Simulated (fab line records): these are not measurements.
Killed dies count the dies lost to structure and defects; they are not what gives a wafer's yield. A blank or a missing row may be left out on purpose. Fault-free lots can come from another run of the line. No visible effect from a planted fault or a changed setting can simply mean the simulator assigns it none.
fab line records | flow n5-finfet
record lots=13 | wafers=39 | last-day=18
route steps=1938 shown BEOL_M0@730 MIM_TOP@1838 PASSIVATION@1906
lots that met no fault: from a run of the same line without faults
start-h: start of the lot's first displayed wafer, in hours after the record's first day | wait-h: hours from the lot's prior step to this one | " the same as in the row above | L1.1+2: one row covering several wafers at once | - no value, or no start was given | * or withheld: withheld | < > ~ a bound
route shown NAME@n: names a module that has steps shown in the file, with the first one's number in the route | usual: average and standard deviation across the fault-free wafers | same: alike in all rows | chamber/n: place in a boat | sites: readings site by site | _std_site: how widely they spread, as a standard deviation | _edge_site: outer sites' mean less inner sites' | radius-mm: how far each site lies from the wafer's centre | mask NAME#n: copy n | behind: the last tool/chamber to shape the wafer | hold: what put the lot on hold/how long, in hours/how the hold closed | device: which transistor (n, p or np) failed to switch | end of line: at the end of the route, the tests of the same wafers | a step given without rows: its recipe and nothing more | killed: at the first sort, the dies lost to defects and structure; wafer yield is something else | map: the dies of a wafer, with x for killed, . for not killed, _ for no die there
set.NAME: the setting the step ran with; set.NAME@STEP: the setting that earlier step ran with | model.NAME: the simulator's own value behind a step, which no gauge read
a sample of lots followed through the steps of the route, with each step as a table and each wafer as a row
services: a tool's chamber out of use, with start hour (start-h, from the record's first day; less than 0 if before it), hours out, and reason
## steps
# step N5_BEOL_M0_PRE_CLEAN_113
# recipe gas=H2/He | time-s=30 | temp-c=250
# usual heater-power-w=325/28
lot.wafer | tool           | chamber | start-h | wait-h | heater-power-w
L908.3    | pvd-sputter-02 | -       | 114.57  | 0.0    | 350
L908.5    | "              | -       | "       | "      | 329
L908.6    | "              | -       | "       | "      | 350
L909.2    | pvd-sputter-01 | -       | 122.04  | 0.0    | 338
L909.4    | "              | -       | "       | "      | 330
L909.6    | "              | -       | "       | "      | 348
L910.1    | pvd-sputter-02 | -       | 126.26  | 0.0    | 326
L910.4    | "              | -       | "       | "      | 382
L910.5    | "              | -       | "       | "      | 328
L911.1    | pvd-sputter-02 | -       | 132.44  | 0.0    | 351
L911.4    | "              | -       | "       | "      | 388
L911.6    | "              | -       | "       | "      | 322
L912.1    | pvd-sputter-03 | -       | 142.15  | 0.0    | 302
L912.5    | "              | -       | "       | "      | 306
L912.6    | "              | -       | "       | "      | 355
L913.1    | pvd-sputter-03 | -       | 145.75  | 0.0    | 348
L913.2    | "              | -       | "       | "      | 299
L913.3    | "              | -       | "       | "      | 305
L914.1    | pvd-sputter-03 | -       | 154.51  | 0.0    | 345
L914.3    | "              | -       | "       | "      | 305
L914.6    | "              | -       | "       | "      | 337
L921.1    | pvd-sputter-03 | -       | 196.14  | 0.0    | 303
L921.4    | "              | -       | "       | "      | 360
L921.5    | "              | -       | "       | "      | 304
L923.1    | pvd-sputter-03 | -       | 206.55  | 0.0    | 359
L923.5    | "              | -       | "       | "      | 305
L923.6    | "              | -       | "       | "      | 350
L925.1    | pvd-sputter-01 | -       | 218.57  | 0.0    | 351
L925.5    | "              | -       | "       | "      | 340
L925.6    | "              | -       | "       | "      | 287
L926.1    | pvd-sputter-01 | -       | 228.96  | 0.0    | 326
L926.3    | "              | -       | "       | "      | 299
L926.4    | "              | -       | "       | "      | 280
L928.2    | pvd-sputter-01 | -       | 237.36  | 0.0    | 320
L928.4    | "              | -       | "       | "      | 297
L928.5    | "              | -       | "       | "      | 345
L930.1    | pvd-sputter-01 | -       | 252.97  | 0.0    | 274
L930.4    | "              | -       | "       | "      | 335
L930.5    | "              | -       | "       | "      | 297
# step N5_MIM_TOP_SPUTTER_03
# recipe material=TiN | target-thk-a=350 | temp-c=200 | power-w=3000 | chamber-pressure-pa=0.49996 | gas=Ar | reactive-partial-pa=0.37997 | time-s=89.7
# usual chamber-pressure-pa=0.4998/0.001 | throttle-valve-pct=29.9/0.9
lot.wafer | tool           | chamber | start-h | wait-h | chamber-pressure-pa | throttle-valve-pct
L908.3    | pvd-sputter-01 | -       | 252.29  | 0.0    | 0.4990              | 30.2
L908.5    | "              | -       | "       | "      | 0.5010              | 30.3
L908.6    | "              | -       | "       | "      | 0.4986              | 30.3
L909.2    | pvd-sputter-01 | -       | 257.16  | 0.0    | 0.4987              | 30.5
L909.4    | "              | -       | "       | "      | 0.4983              | 30.5
L909.6    | "              | -       | "       | "      | 0.4994              | 30.3
L910.1    | pvd-sputter-03 | -       | 270.40  | 0.0    | 0.4985              | 30.7
L910.4    | "              | -       | "       | "      | 0.5020              | 28.8
L910.5    | "              | -       | "       | "      | 0.4991              | 29.9
L913.1    | pvd-sputter-01 | -       | 280.90  | 0.0    | 0.4971              | 29.2
L913.2    | "              | -       | "       | "      | 0.5004              | 30.4
L913.3    | "              | -       | "       | "      | 0.5012              | 29.2
L912.1    | pvd-sputter-01 | -       | 281.02  | 0.0    | 0.4996              | 30.3
L912.5    | "              | -       | "       | "      | 0.4997              | 29.4
L912.6    | "              | -       | "       | "      | 0.4992              | 29.1
L911.1    | pvd-sputter-03 | -       | 283.77  | 0.0    | 0.5001              | 30.4
L911.4    | "              | -       | "       | "      | 0.5003              | 31.2
L911.6    | "              | -       | "       | "      | 0.5011              | 31.1
L914.1    | pvd-sputter-03 | -       | 290.29  | 0.0    | 0.5009              | 29.9
L914.3    | "              | -       | "       | "      | 0.4981              | 28.8
L914.6    | "              | -       | "       | "      | 0.5010              | 30.7
L921.1    | pvd-sputter-02 | -       | 342.86  | 0.0    | 0.4999              | 31.2
L921.4    | "              | -       | "       | "      | 0.4996              | 28.6
L921.5    | "              | -       | "       | "      | 0.5005              | 28.1
L923.1    | pvd-sputter-01 | -       | 367.95  | 0.0    | 0.4993              | 29.3
L923.5    | "              | -       | "       | "      | 0.5004              | 30.4
L923.6    | "              | -       | "       | "      | 0.4998              | 30.4
L925.1    | pvd-sputter-02 | -       | 374.64  | 0.0    | 0.4998              | 29.6
L925.5    | "              | -       | "       | "      | 0.5004              | 30.0
L925.6    | "              | -       | "       | "      | 0.5004              | 28.3
L928.2    | pvd-sputter-01 | -       | 393.77  | 0.0    | 0.5002              | 30.6
L928.4    | "              | -       | "       | "      | 0.4998              | 28.8
L928.5    | "              | -       | "       | "      | 0.5016              | 30.3
L926.1    | pvd-sputter-01 | -       | 400.61  | 0.0    | 0.5003              | 30.2
L926.3    | "              | -       | "       | "      | 0.5006              | 29.3
L926.4    | "              | -       | "       | "      | 0.4996              | 30.3
L930.1    | pvd-sputter-03 | -       | 410.05  | 0.0    | 0.4993              | 29.8
L930.4    | "              | -       | "       | "      | 0.4989              | 31.2
L930.5    | "              | -       | "       | "      | 0.4983              | 30.7
# step N5_PASSIVATION_OVL_MEAS_63
# recipe points-per-wafer=44
# usual PAD_OVL=2/5.6
lot.wafer | tool       | chamber | start-h | wait-h | PAD_OVL[nm]
L908.3    | overlay-02 | 0       | 259.40  | 0.0    | 5
L908.5    | "          | 0       | "       | "      | 2
L908.6    | "          | 0       | "       | "      | 0
L909.2    | overlay-01 | 0       | 262.73  | 0.0    | 0
L909.4    | "          | 0       | "       | "      | -2
L909.6    | "          | 0       | "       | "      | 2
L910.1    | overlay-01 | 0       | 279.56  | 0.0    | 9
L910.4    | "          | 0       | "       | "      | 5
L910.5    | "          | 0       | "       | "      | 6
L913.1    | overlay-01 | 0       | 285.20  | 0.0    | -2
L913.2    | "          | 0       | "       | "      | 10
L913.3    | "          | 0       | "       | "      | 5
L912.1    | overlay-01 | 0       | 285.43  | 0.0    | -3
L912.5    | "          | 0       | "       | "      | 2
L912.6    | "          | 0       | "       | "      | 10
L911.1    | overlay-02 | 0       | 290.39  | 0.0    | 5
L911.4    | "          | 0       | "       | "      | -3
L911.6    | "          | 0       | "       | "      | -3
L914.1    | overlay-01 | 0       | 296.72  | 0.0    | 8
L914.3    | "          | 0       | "       | "      | 0
L914.6    | "          | 0       | "       | "      | 2
L921.1    | overlay-02 | 0       | 349.47  | 0.0    | 3
L921.4    | "          | 0       | "       | "      | -7
L921.5    | "          | 0       | "       | "      | -9
L923.1    | overlay-01 | 0       | 373.00  | 0.0    | 3
L923.5    | "          | 0       | "       | "      | 0
L923.6    | "          | 0       | "       | "      | 5
L925.1    | overlay-01 | 0       | 381.78  | 0.0    | 1
L925.5    | "          | 0       | "       | "      | 0
L925.6    | "          | 0       | "       | "      | 6
L928.2    | overlay-02 | 0       | 401.50  | 0.0    | 1
L928.4    | "          | 0       | "       | "      | 2
L928.5    | "          | 0       | "       | "      | -1
L926.1    | overlay-02 | 0       | 404.87  | 0.0    | -5
L926.3    | "          | 0       | "       | "      | -3
L926.4    | "          | 0       | "       | "      | -8
L930.1    | overlay-02 | 0       | 417.66  | 0.0    | 1
L930.4    | "          | 0       | "       | "      | -4
L930.5    | "          | 0       | "       | "      | -1
# step N5_PASSIVATION_PROBE_49
# usual defect-limited-yield=91.1/1.5 | killed_at_M0_to_M3=37/11 | killed_at_M4_up=13/5.6 | killed-at-contacts=12/5.6 | killed-at-front-end=39/11 | killed-at-other=4/3.1 | killed-dies=105/18 | killed-on-rim=14/3.8 | killed-open=69/13 | killed-short=35/7.4 | sort_bin_4_leakage=0.00/0.022 | sort_bin_5_function=5.1/0.92 | sort_bin_6_memory=3.4/0.76 | sort_bin_8_speed=0.02/0.11 | sort-n-pass=1075/18 | sort-yield-pct=91.1/1.5
# same gross-dies=1180 | killed-at-back-side=0
lot.wafer | tool      | chamber | start-h | wait-h | defect-limited-yield[%] | killed_at_M0_to_M3 | killed_at_M4_up | killed-at-contacts | killed-at-front-end | killed-at-other | killed-dies | killed-on-rim | killed-open | killed-short | sort_bin_4_leakage[%] | sort_bin_5_function[%] | sort_bin_6_memory[%] | sort_bin_8_speed[%] | sort-n-pass | sort-yield-pct[%]
L921.1    | prober-01 | -       | 354.93  | 0.0    | 80.8                    | 161                | 16              | 9                  | 33                  | 7               | 226         | 14            | 57          | 36           | 0                     | 12.4                   | 3.6                  | 0                   | 954         | 80.8
L921.4    | prober-01 | -       | 355.08  | 0.2    | 82.5                    | 157                | 12              | 10                 | 24                  | 4               | 207         | 14            | 44          | 29           | 0                     | 10.2                   | 3.6                  | 0.17                | 971         | 82.3
L921.5    | prober-01 | -       | 355.13  | 0.2    | 86.8                    | 108                | 13              | 12                 | 20                  | 3               | 156         | 25            | 47          | 18           | 0                     | 7.7                    | 2.6                  | 0                   | 1024        | 86.8
L923.1    | prober-01 | -       | 377.91  | 0.0    | 85.8                    | 105                | 16              | 15                 | 32                  | 0               | 168         | 34            | 60          | 30           | 0                     | 8.1                    | 4.2                  | 0                   | 1012        | 85.8
L923.5    | prober-01 | -       | 378.11  | 0.2    | 81.1                    | 168                | 10              | 8                  | 33                  | 4               | 223         | 9             | 47          | 35           | 0                     | 11.3                   | 4.7                  | 0                   | 957         | 81.1
L923.6    | prober-01 | -       | 378.16  | 0.3    | 80.6                    | 160                | 7               | 11                 | 51                  | 0               | 229         | 12            | 57          | 34           | 0                     | 12.1                   | 4.6                  | 0                   | 951         | 80.6
L925.1    | prober-02 | -       | 395.17  | 0.0    | 90.8                    | 20                 | 11              | 18                 | 55                  | 4               | 108         | 19            | 74          | 34           | 0                     | 5.3                    | 3.6                  | 0                   | 1072        | 90.8
L925.5    | prober-02 | -       | 395.37  | 0.2    | 92.0                    | 27                 | 11              | 4                  | 49                  | 3               | 94          | 16            | 65          | 29           | 0                     | 4.2                    | 3.5                  | 0                   | 1086        | 92.0
L925.6    | prober-02 | -       | 395.42  | 0.3    | 91.0                    | 35                 | 15              | 7                  | 47                  | 2               | 106         | 13            | 73          | 32           | 0                     | 5.4                    | 3.5                  | 0                   | 1074        | 91.0
L926.1    | prober-02 | -       | 410.03  | 0.0    | 92.8                    | 25                 | 10              | 13                 | 33                  | 4               | 85          | 11            | 53          | 30           | 0                     | 5.0                    | 1.9                  | 0                   | 1095        | 92.8
L926.3    | prober-02 | -       | 410.13  | 0.1    | 90.6                    | 33                 | 20              | 19                 | 38                  | 1               | 111         | 14            | 70          | 38           | 0                     | 4.9                    | 4.2                  | 0                   | 1069        | 90.6
L926.4    | prober-02 | -       | 410.18  | 0.2    | 92.8                    | 22                 | 13              | 8                  | 40                  | 2               | 85          | 13            | 58          | 26           | 0                     | 4.2                    | 2.8                  | 0                   | 1095        | 92.8
# killed by level:class
L921.1 BEOL_M0:unspecified=133 FIN_SAQP:geometric-particle:short=9 FIN_SAQP:geometric-particle:open=9 BEOL_M4:geometric-particle:open=9 BEOL_M0_SAQP:geometric-particle:short=8 MOL_CONTACT_COAG:geometric-particle:short=5 BEOL_M0_SAQP:geometric-particle:open=5 BEOL_M3:geometric-particle:open=5
L921.4 BEOL_M0:unspecified=134 MOL_CONTACT_COAG:geometric-particle:open=7 BEOL_M0_SAQP:geometric-particle:open=5 BEOL_M0_SAQP:geometric-particle:short=4 BEOL_M5:geometric-particle:open=4 BEOL_M1:geometric-particle:open=4 FIN_SAQP:geometric-particle:open=3 DUMMY_GATE:geometric-particle:open=3
L921.5 BEOL_M0:unspecified=91 MOL_CONTACT_COAG:geometric-particle:open=10 BEOL_M4:geometric-particle:open=7 STI_FIN_REVEAL:geometric-particle:open=6 BEOL_M1:geometric-particle:open=6 BEOL_M0_SAQP:geometric-particle:short=4 BEOL_M3:geometric-particle:open=3 FIN_SAQP:geometric-particle:open=2
L923.1 BEOL_M0:unspecified=77 MOL_CONTACT_COAG:geometric-particle:open=14 FIN_SAQP:geometric-particle:short=9 BEOL_M2:geometric-particle:open=8 BEOL_M0_SAQP:geometric-particle:open=7 BEOL_M0_SAQP:geometric-particle:short=7 BEOL_M4:geometric-particle:open=7 FIN_SAQP:geometric-particle:open=6
L923.5 BEOL_M0:unspecified=141 BEOL_M0_SAQP:geometric-particle:open=9 GATE_CUT:geometric-particle:short=7 BEOL_M0_SAQP:geometric-particle:short=7 FIN_SAQP:geometric-particle:short=6 MOL_CONTACT_COAG:geometric-particle:open=6 FIN_SAQP:geometric-particle:open=5 STI_FIN_REVEAL:geometric-particle:open=4
L923.6 BEOL_M0:unspecified=138 FIN_SAQP:geometric-particle:short=12 FIN_SAQP:geometric-particle:open=9 MOL_CONTACT_COAG:geometric-particle:open=9 STI_FIN_REVEAL:geometric-particle:open=6 BEOL_M1:geometric-particle:open=6 STARTING-WAFER:geometric-particle:short=6 DUMMY_GATE:geometric-particle:open=5
L925.1 FIN_SAQP:geometric-particle:open=23 FIN_SAQP:geometric-particle:short=13 MOL_CONTACT_COAG:geometric-particle:open=13 BEOL_M0_SAQP:geometric-particle:short=8 STI_FIN_REVEAL:geometric-particle:open=5 MOL_CONTACT_COAG:geometric-particle:short=5 BEOL_M2:geometric-particle:open=4 BEOL_M8:geometric-particle:open=4
L925.5 FIN_SAQP:geometric-particle:open=18 STI_FIN_REVEAL:geometric-particle:open=8 BEOL_M0_SAQP:geometric-particle:short=7 BEOL_M0_SAQP:geometric-particle:open=7 FIN_SAQP:geometric-particle:short=6 GATE_CUT:geometric-particle:short=5 BEOL_M1:geometric-particle:open=4 BEOL_M2:geometric-particle:open=4
L925.6 BEOL_M0_SAQP:geometric-particle:open=15 FIN_SAQP:geometric-particle:open=13 BEOL_M0_SAQP:geometric-particle:short=8 GATE_CUT:geometric-particle:short=7 GATE_CUT:geometric-particle:open=7 MOL_CONTACT_COAG:geometric-particle:open=6 STI_FIN_REVEAL:geometric-particle:open=5 BEOL_M4:geometric-particle:open=5
L926.1 MOL_CONTACT_COAG:geometric-particle:open=12 FIN_SAQP:geometric-particle:open=8 STI_FIN_REVEAL:geometric-particle:open=7 GATE_CUT:geometric-particle:short=7 BEOL_M1:geometric-particle:open=5 BEOL_M3:geometric-particle:open=4 BEOL_M2:geometric-particle:short=4 BEOL_M1:geometric-particle:short=3
L926.3 MOL_CONTACT_COAG:geometric-particle:open=16 FIN_SAQP:geometric-particle:open=9 FIN_SAQP:geometric-particle:short=8 BEOL_M3:geometric-particle:open=8 BEOL_M4:geometric-particle:open=6 BEOL_M0_SAQP:geometric-particle:open=5 BEOL_M2:geometric-particle:short=4 BEOL_M3:geometric-particle:short=4
L926.4 GATE_CUT:geometric-particle:open=9 MOL_CONTACT_COAG:geometric-particle:open=8 FIN_SAQP:geometric-particle:open=7 BEOL_M3:geometric-particle:open=6 GATE_CUT:geometric-particle:short=6 BEOL_M1:geometric-particle:short=6 BEOL_M4:geometric-particle:open=6 FIN_SAQP:geometric-particle:short=5
## services
tool           | chamber | start-h | hours | kind
pvd-sputter-03 | -       | 114.84  | 6.2   | repair
pvd-sputter-02 | -       | 311.06  | 2.8   | repair
pvd-sputter-03 | -       | 348.61  | 9.2   | repair
pvd-sputter-02 | -       | 408.90  | 9.1   | repair
## key
first-sign step=N5_PASSIVATION_PROBE_49 | reading=killed_at_M0_to_M3 | direction=up | sigmas=9.7 | usual=37 | struck=143
effect step=N5_PASSIVATION_PROBE_49 | reading=killed-dies | direction=up | sigmas=5.4 | usual=105 | struck=202
more-kills-born-at N5_BEOL_M0_PRE_CLEAN_113@pvd-sputter-03=714
met-at N5_BEOL_M0_PRE_CLEAN_113
struck-lots L921,L923
not-acting-at N5_MIM_TOP_SPUTTER_03,N5_PASSIVATION_OVL_MEAS_63
onset-between 154.51 196.14
fault kind=chamber-particle-source | tool=pvd-sputter-03 | chamber=- | onset-h=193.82 | steps=N5_BEOL_M0_PRE_CLEAN_113 | rate-per-visit-cm2=1.2573 | end-h=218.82
